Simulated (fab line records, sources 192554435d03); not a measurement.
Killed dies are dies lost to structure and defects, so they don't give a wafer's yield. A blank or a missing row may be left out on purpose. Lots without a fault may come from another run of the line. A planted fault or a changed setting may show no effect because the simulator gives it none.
Chamber matching | flow n5_finfet | N5_HKMG_FIN_HK_ALD_01 on ald_hk-01: 4 sister chambers
The step deposits HfO2, target thk 1.6 nm, pulse time 3 s, purge time 3 s. 8 wafers are shown with their chamber, then 8 later ones without.

WAFERS WITH THEIR CHAMBER
wafer  | chamber | precursor_pulse_height_rel
L476.6 | 0       | 0.998
L479.3 | 1       | 0.992
L480.1 | 2       | 1.007
L480.2 | 3       | 1.003
L480.4 | 1       | 0.993
L481.1 | 2       | 0.995
L481.2 | 3       | 0.993
L481.3 | 0       | 1.008

WAFERS WITHOUT THEIR CHAMBER
wafer  | precursor_pulse_height_rel
L489.1 | 0.988
L489.6 | 0.998
L492.1 | 1.007
L492.2 | 0.980
L492.4 | 1.019
L493.2 | 1.002
L493.4 | 0.988
L493.5 | 1.010

WHICH CHAMBER EACH WENT THROUGH
wafer  | from the rows above               | in truth
L489.1 | can't be placed: 1 or 3 or 2 or 0 | 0
L489.6 | can't be placed: 3 or 2 or 0 or 1 | 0
L492.1 | can't be placed: 0 or 2 or 3 or 1 | 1
L492.2 | can't be placed: 1 or 3 or 2 or 0 | 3
L492.4 | can't be placed: 0 or 2 or 3 or 1 | 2
L493.2 | can't be placed: 0 or 2 or 3 or 1 | 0
L493.4 | can't be placed: 1 or 3 or 2 or 0 | 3
L493.5 | can't be placed: 0 or 2 or 3 or 1 | 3
Placed correctly: 0 of 8. Can't be placed from these rows: 8 (the true chamber is among the candidates in 8). Placed wrongly: 0.
How it was worked out, from the rows above alone: a wafer's distance from a chamber is the root of the sum, over the readings, of the square of ((its reading less the chamber's mean) divided by the reading's scatter). The wafer belongs to the nearest chamber; if the next one is less than 2 further off, it can't be placed. A chamber's mean is the mean of its shown wafers. The scatter: the root of (the sum of the squares of (reading less its chamber's mean) over the shown wafers, divided by (wafers less chambers)).
